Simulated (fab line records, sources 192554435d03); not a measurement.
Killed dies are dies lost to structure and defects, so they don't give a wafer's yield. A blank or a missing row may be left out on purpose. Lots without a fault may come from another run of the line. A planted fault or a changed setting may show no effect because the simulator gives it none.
fab line records | flow n5_finfet
record lots=10 wafers=30 last_day=18
route steps=1938 shown BEOL_M6@1251 BEOL_M7@1265 PASSIVATION@1936
lots that met no fault: from a run of the same line without faults
start_h: hours from the record's first day to the start of the lot's first wafer shown | wait_h: hours since the lot's step before | " the same as in the row above | L1.1+2: a row that stands for several wafers | - no value, or no start given | * or withheld: withheld | < > ~ a bound
route shown NAME@n: a module of which the file shows steps, and the number in the route of the first | usual: mean/standard deviation of fault-free wafers | same: alike in all rows | chamber/n: place in a boat | sites: the reading at each site | _std_site: their standard deviation | _edge_site: outer sites' mean less inner sites' | radius_mm: how far each site lies from the wafer's centre | mask NAME#n: copy n | behind: the tool/chamber that last shaped the wafer | hold: why the lot was held/for how many hours/how that ended | device: the transistor (n, p or np) that didn't switch | end of line: the same wafers' tests at the end of the route | a step without rows: its recipe alone | killed: dies lost to structure and defects at the first sort, not the wafer's yield | map: a wafer's dies, x killed, . not, _ none there
set.NAME: the setting as run; set.NAME@STEP: as run at that earlier step | model.NAME: the simulator's own value behind a step, which no gauge read
steps of the route over a sample of lots; a table a step, a row a wafer
services: from which hour (start_h, from the record's first day; less than 0 if before it) a tool's chamber was out of use, for how many hours, and why
## steps
# step N5_BEOL_M6_ALD_77
# recipe material=TaN target_thk_a=20 temp_c=275 ald_precursor_family=PDMAT ald_co_reactant=NH3 pressure_torr=3 carrier_flow_sccm=1500 pulse_time_s=2 purge_time_s=3 co_reactant_purge_time_s=2 co_reactant_pulse_time_s=3 ald_cycles=40 precursor_vessel_temp_c=75 precursor_vessel_pressure_torr=26.25 precursor_vessel_carrier_sccm=1000
# usual heater_power_w=421/30 mfc_carrier_sccm=1500/5.2
# same pulse_time_s=2 purge_time_s=3
# columns lot.wafer tool chamber start_h wait_h heater_power_w mfc_carrier_sccm
L418.1 ald_metal-01 0 217.21 0.2 414 1507
L418.3 " 1 " " 417 1499
L418.5 " 1 " " 398 1502
L417.1 ald_metal-04 1 217.86 0.0 411 1503
L417.3 " 2 " " 473 1488
L417.6 " 2 " " 461 1500
L421.1 ald_metal-03 0 225.00 0.0 370 1501
L421.2 " 2 " " 480 1500
L421.6 " 2 " " 477 1483
L422.2 ald_metal-04 2 247.12 0.0 468 1501
L422.4 " 1 " " 413 1498
L422.5 " 3 " " 390 1508
L426.3 ald_metal-04 1 273.13 0.1 416 1503
L426.5 " 1 " " 421 1500
L426.6 " 2 " " 459 1501
L430.2 ald_metal-04 2 285.68 0.1 466 1492
L430.4 " 1 " " 420 1501
L430.6 " 1 " " 413 1499
L435.4 ald_metal-03 3 320.92 0.0 425 1502
L435.5 " 0 " " 376 1497
L435.6 " 3 " " 430 1503
L436.1 ald_metal-01 0 326.17 0.0 412 1503
L436.5 " 2 " " 381 1511
L436.6 " 1 " " 411 1501
L438.1 ald_metal-01 0 343.97 0.3 409 1495
L438.4 " 3 " " 439 1507
L438.5 " 2 " " 385 1495
L437.1 ald_metal-03 2 348.40 0.0 475 1494
L437.2 " 1 " " 480 1498
L437.3 " 0 " " 372 1499
# step N5_BEOL_M6_CMP_52
# recipe stop_on=SiCOH_lowk t_overpolish_s=6.9 down_force_psi=1 platen_rpm=50 clearing_platen_down_force_psi=1.5 clearing_platen_rpm=50 post_cmp_clean=cu_alkaline target_thk_nm=80 clearing_platen_pad_velocity_m_s=0.99484 pad_velocity_m_s=0.99484
# usual barrier_field_endpoint_s=28.7/0.96 motor_current_A=6.0/0.61 overpolish_run_s=6.899/0.0087 time_to_endpoint_s=61/4.4
# columns lot.wafer tool chamber start_h wait_h barrier_field_endpoint_s motor_current_A overpolish_run_s time_to_endpoint_s
L418.1 cmp-03 2 218.35 0.3 28.5 5.9 6.896 56
L418.3 " 3 " " 27.4 6.6 6.892 54
L418.5 " 3 " " 27.3 6.3 6.894 55
L417.1 cmp-02 3 220.92 0.4 29.9 5.4 6.894 73
L417.3 " 0 " " 29.1 5.7 6.900 68
L417.6 " 0 " " 29.8 5.4 6.911 69
L421.1 cmp-01 2 226.21 0.3 28.3 6.3 6.915 65
L421.2 " 0 " " 28.9 5.3 6.896 62
L421.6 " 2 " " 28.1 5.9 6.902 63
L422.4 cmp-01 1 248.28 0.1 29.4 7.1 6.898 63
L422.2 " 2 " " 28.6 5.9 6.896 66
L422.5 " 2 " " 29.6 6.4 6.885 63
L426.3 cmp-01 2 274.62 0.2 28.3 5.9 6.887 60
L426.5 " 2 " " 28.1 6.5 6.893 61
L426.6 " 3 " " 28.3 5.7 6.897 58
L430.4 cmp-01 0 286.92 0.2 28.0 5.8 6.897 60
L430.2 " 2 " " 28.1 6.0 6.902 62
L430.6 " 0 " " 27.5 5.6 6.901 58
L435.4 cmp-02 2 322.06 0.2 28.6 7.0 6.888 59
L435.6 " 1 " " 29.8 5.8 6.913 65
L435.5 " 2 " " 28.2 6.6 6.891 62
L436.1 cmp-02 1 327.84 0.3 29.8 5.6 6.900 66
L436.5 " 0 " " 29.5 5.7 6.888 61
L436.6 " 1 " " 30.8 5.6 6.898 63
L438.4 cmp-02 0 345.97 0.2 29.5 5.7 6.904 63
L438.1 " 1 " " 29.8 5.7 6.901 66
L438.5 " 3 " " 28.7 5.4 6.905 62
L437.1 cmp-02 2 349.75 0.3 28.2 6.9 6.898 62
L437.2 " 3 " " 28.4 5.5 6.899 63
L437.3 " 1 " " 29.5 5.7 6.894 65
# step N5_BEOL_M6_INSPECT_58
# recipe inspect_instrument=darkfield mode=post_dep
# usual raw_defect_count=74/22
# columns lot.wafer tool chamber start_h wait_h raw_defect_count
L418.1 defect_inspect-02 - 218.80 0.0 58
L418.3 " - " " 65
L418.5 " - " " 73
L417.1 defect_inspect-01 - 221.39 0.0 57
L417.3 " - " " 37
L417.6 " - " " 60
L421.1 defect_inspect-01 - 226.66 0.0 59
L421.2 " - " " 103
L421.6 " - " " 74
L422.2 defect_inspect-01 - 248.73 0.0 71
L422.4 " - " " 72
L422.5 " - " " 76
L426.3 defect_inspect-01 - 275.07 0.0 934
L426.5 " - " " 970
L426.6 " - " " 103
L430.2 defect_inspect-02 - 287.33 0.0 981
L430.4 " - " " 59
L430.6 " - " " 79
L435.4 defect_inspect-02 - 322.48 0.0 64
L435.5 " - " " 75
L435.6 " - " " 68
L436.1 defect_inspect-02 - 328.25 0.0 67
L436.5 " - " " 62
L436.6 " - " " 56
L438.1 defect_inspect-02 - 346.34 0.0 57
L438.4 " - " " 81
L438.5 " - " " 61
L437.1 defect_inspect-02 - 350.20 0.0 113
L437.2 " - " " 93
L437.3 " - " " 187
# step N5_BEOL_M7_THK_MEAS_01
# recipe reads=SiCOH_lowk_of_BEOL_M7_ILD_DEP_00
# usual M7_ILD_THK=154.2/2.4
# columns lot.wafer tool chamber start_h wait_h M7_ILD_THK[nm]
L418.1 film_metro-01 - 219.45 0.4 152.8
L418.3 " - " " 156.5
L418.5 " - " " 155.6
L417.1 film_metro-01 - 222.00 0.4 153.7
L417.3 " - " " 150.9
L417.6 " - " " 150.0
L421.1 film_metro-01 - 227.76 0.8 153.1
L421.2 " - " " 154.8
L421.6 " - " " 155.4
L422.2 film_metro-01 - 249.34 0.4 153.3
L422.4 " - " " 155.7
L422.5 " - " " 157.1
L426.3 film_metro-02 - 275.97 0.3 152.5
L426.5 " - " " 155.2
L426.6 " - " " 154.2
L430.2 film_metro-01 - 287.95 0.4 150.0
L430.4 " - " " 154.8
L430.6 " - " " 154.0
L435.4 film_metro-01 - 323.10 0.2 150.1
L435.5 " - " " 154.3
L435.6 " - " " 152.1
L436.1 film_metro-01 - 328.86 0.4 153.5
L436.5 " - " " 156.8
L436.6 " - " " 155.5
L438.1 film_metro-02 - 346.96 0.4 153.7
L438.4 " - " " 154.7
L438.5 " - " " 156.1
L437.1 film_metro-01 - 350.81 0.4 150.6
L437.2 " - " " 152.9
L437.3 " - " " 153.7
# step N5_BEOL_M7_INSPECT_13
# recipe mode=adi inspect_instrument=brightfield
# usual raw_defect_count=398/86
# columns lot.wafer tool chamber start_h wait_h raw_defect_count
L418.1 defect_inspect-02 - 221.46 0.0 315
L418.3 " - " " 417
L418.5 " - " " 374
L417.1 defect_inspect-01 - 223.05 0.0 435
L417.3 " - " " 308
L417.6 " - " " 276
L421.1 defect_inspect-01 - 229.02 0.0 356
L421.2 " - " " 438
L421.6 " - " " 398
L422.2 defect_inspect-01 - 251.66 0.0 376
L422.4 " - " " 472
L422.5 " - " " 466
L426.3 defect_inspect-02 - 278.98 0.0 1177
L426.5 " - " " 1266
L426.6 " - " " 423
L430.2 defect_inspect-01 - 289.36 0.0 1322
L430.4 " - " " 405
L430.6 " - " " 542
L435.4 defect_inspect-02 - 324.41 0.0 375
L435.5 " - " " 257
L435.6 " - " " 295
L436.1 defect_inspect-02 - 331.54 0.0 348
L436.5 " - " " 321
L436.6 " - " " 351
L438.1 defect_inspect-02 - 348.61 0.0 359
L438.4 " - " " 379
L438.5 " - " " 487
L437.1 defect_inspect-01 - 354.78 0.0 439
L437.2 " - " " 330
L437.3 " - " " 545
# step N5_BEOL_M7_INSPECT_30
# recipe mode=adi inspect_instrument=brightfield
# usual raw_defect_count=402/90
# columns lot.wafer tool chamber start_h wait_h raw_defect_count
L418.1 defect_inspect-02 - 222.78 0.1 316
L418.3 " - " " 401
L418.5 " - " " 363
L417.1 defect_inspect-02 - 224.12 0.1 441
L417.3 " - " " 323
L417.6 " - " " 295
L421.1 defect_inspect-02 - 232.35 0.1 389
L421.2 " - " " 500
L421.6 " - " " 425
L422.2 defect_inspect-01 - 252.60 0.0 373
L422.4 " - " " 474
L422.5 " - " " 467
L426.3 defect_inspect-02 - 281.71 0.1 1167
L426.5 " - " " 1271
L426.6 " - " " 426
L430.2 defect_inspect-01 - 292.38 0.0 1306
L430.4 " - " " 396
L430.6 " - " " 531
L435.4 defect_inspect-02 - 325.61 0.0 412
L435.5 " - " " 253
L435.6 " - " " 323
L436.1 defect_inspect-02 - 335.05 0.1 357
L436.5 " - " " 316
L436.6 " - " " 363
L438.1 defect_inspect-01 - 353.53 0.1 331
L438.4 " - " " 391
L438.5 " - " " 454
L437.1 defect_inspect-01 - 357.81 0.1 410
L437.2 " - " " 337
L437.3 " - " " 553
# step N5_PASSIVATION_PROBE_49
# usual defect_limited_yield=90.5/1.7 killed_at_M0_to_M3=37/12 killed_at_M4_up=14/5.2 killed_at_contacts=12/5.9 killed_at_front_end=45/14 killed_at_other=3.5/2.8 killed_dies=112/21 killed_on_rim=15/4.5 killed_open=73/15 killed_short=36/8.9 sort_bin_4_leakage=0.00/0.007 sort_bin_5_function=5.6/1.2 sort_bin_6_memory=3.5/0.68 sort_bin_8_speed=0.01/0.1 sort_n_pass=1068/21 sort_yield_pct=90.5/1.8
# same gross_dies=1180 killed_at_back_side=0
# columns lot.wafer tool chamber start_h wait_h defect_limited_yield[%] killed_at_M0_to_M3 killed_at_M4_up killed_at_contacts killed_at_front_end killed_at_other killed_dies killed_on_rim killed_open killed_short sort_bin_4_leakage[%] sort_bin_5_function[%] sort_bin_6_memory[%] sort_bin_8_speed[%] sort_n_pass sort_yield_pct[%]
L426.3 prober-02 - 361.18 0.1 43.2 18 596 4 48 4 670 88 54 26 0 35.9 17.8 0 510 43.2
L426.5 prober-02 - 361.28 0.2 41.7 28 609 9 39 3 688 81 66 25 0 37.4 16.3 0 492 41.7
L426.6 prober-02 - 361.33 0.3 92.0 17 8 11 57 1 94 16 54 37 0 5.1 2.5 0 1086 92.0
L430.2 prober-02 - 374.91 0.1 41.7 39 600 16 30 3 688 86 70 27 0 36.7 16.9 0 492 41.7
L430.4 prober-02 - 375.01 0.2 86.7 66 17 25 45 4 157 18 97 55 0 8.3 4.5 0.08 1023 86.7
L430.6 prober-02 - 375.11 0.3 86.9 70 9 24 49 2 154 25 98 48 0 7.3 4.8 0 1026 86.9
# killed by level:class
L426.3 BEOL_M6:unspecified=588 STI_FIN_REVEAL:geometric_particle:open=14 GATE_CUT:geometric_particle:short=8 FIN_SAQP:geometric_particle:open=7 BEOL_M2:geometric_particle:open=6 BEOL_M0_SAQP:geometric_particle:open=5 BEOL_M4:geometric_particle:open=5 FIN_SAQP:geometric_particle:short=3
L426.5 BEOL_M6:unspecified=596 BEOL_M2:geometric_particle:open=14 MOL_CONTACT_COAG:geometric_particle:open=7 FIN_SAQP:geometric_particle:short=6 FIN_SAQP:geometric_particle:open=6 BEOL_M0_SAQP:geometric_particle:open=6 STI_FIN_REVEAL:geometric_particle:open=4 DUMMY_GATE:geometric_particle:open=4
L426.6 STI_FIN_REVEAL:geometric_particle:open=11 MOL_CONTACT_COAG:geometric_particle:open=10 FIN_SAQP:geometric_particle:short=8 GATE_CUT:geometric_particle:short=7 FIN_SAQP:geometric_particle:open=6 GATE_CUT:geometric_particle:open=6 STARTING-WAFER:geometric_particle:open=5 BEOL_M0_SAQP:geometric_particle:short=5
L430.2 BEOL_M6:unspecified=589 MOL_CONTACT_COAG:geometric_particle:open=13 BEOL_M0_SAQP:geometric_particle:short=12 STI_FIN_REVEAL:geometric_particle:open=10 BEOL_M0_SAQP:geometric_particle:open=8 BEOL_M1:geometric_particle:open=7 BEOL_M4:geometric_particle:open=7 BEOL_M3:geometric_particle:open=6
L430.4 MOL_CONTACT_COAG:geometric_particle:open=21 BEOL_M0_SAQP:geometric_particle:short=15 BEOL_M3:geometric_particle:open=13 FIN_SAQP:geometric_particle:short=12 FIN_SAQP:geometric_particle:open=12 BEOL_M2:geometric_particle:open=10 BEOL_M0_SAQP:geometric_particle:open=9 BEOL_M4:geometric_particle:open=9
L430.6 MOL_CONTACT_COAG:geometric_particle:open=18 BEOL_M3:geometric_particle:open=14 BEOL_M0_SAQP:geometric_particle:open=13 FIN_SAQP:geometric_particle:short=12 FIN_SAQP:geometric_particle:open=12 BEOL_M0:geometric_particle:open=12 BEOL_M0_SAQP:geometric_particle:short=7 HKMG_FIN:area_etch=7
## services
# columns tool chamber start_h hours kind
cmp-03 - 200.72 4.6 pm
ald_metal-04 - 202.39 0.8 repair
ald_metal-04 - 207.84 2.8 pm
cmp-03 - 215.20 0.3 repair
cmp-03 - 218.81 6.2 pm
cmp-02 - 240.93 4.0 pm
cmp-02 - 244.93 - consumable_replace:conditioner
cmp-02 - 244.93 - consumable_replace:pad
ald_metal-03 2 256.20 1.8 repair
cmp-03 - 265.13 2.8 repair
ald_metal-03 - 267.58 14.6 pm
ald_metal-01 - 272.30 6.0 pm
cmp-03 - 276.80 1.5 repair
ald_metal-03 3 285.55 13.2 repair
cmp-01 - 292.93 4.0 pm
cmp-01 - 296.93 - consumable_replace:conditioner
cmp-01 - 296.93 - consumable_replace:pad
cmp-03 - 299.54 3.2 repair
cmp-01 - 308.10 1.2 repair
ald_metal-04 - 312.26 1.2 pm
cmp-03 - 317.38 4.6 repair
ald_metal-03 - 326.58 1.0 repair
ald_metal-04 - 337.34 14.0 pm
ald_metal-04 0 337.34 14.0 vent_cycle
## key
first_sign step=N5_BEOL_M6_INSPECT_58 reading=raw_defect_count direction=up sigmas=41 usual=74 struck=962
effect step=N5_BEOL_M7_INSPECT_13 reading=raw_defect_count direction=up sigmas=10 usual=398 struck=1255
effect step=N5_BEOL_M7_INSPECT_30 reading=raw_defect_count direction=up sigmas=9.4 usual=402 struck=1248
effect step=N5_PASSIVATION_PROBE_49 reading=killed_at_M4_up direction=up sigmas=99+ usual=14 struck=602
more_kills_born_at N5_BEOL_M6_CMP_52@cmp-01=1773
met_at N5_BEOL_M6_CMP_52
struck_lots L426,L430
struck_wafers L426.3,L426.5,L430.2
not_acting_at N5_BEOL_M6_ALD_77,N5_BEOL_M7_THK_MEAS_01
onset_between 248.28 274.62
fault kind=chamber_particle_source tool=cmp-01 chamber=2 onset_h=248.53 steps=N5_BEOL_M6_CMP_52 rate_per_visit_cm2=1.3593 end_h=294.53
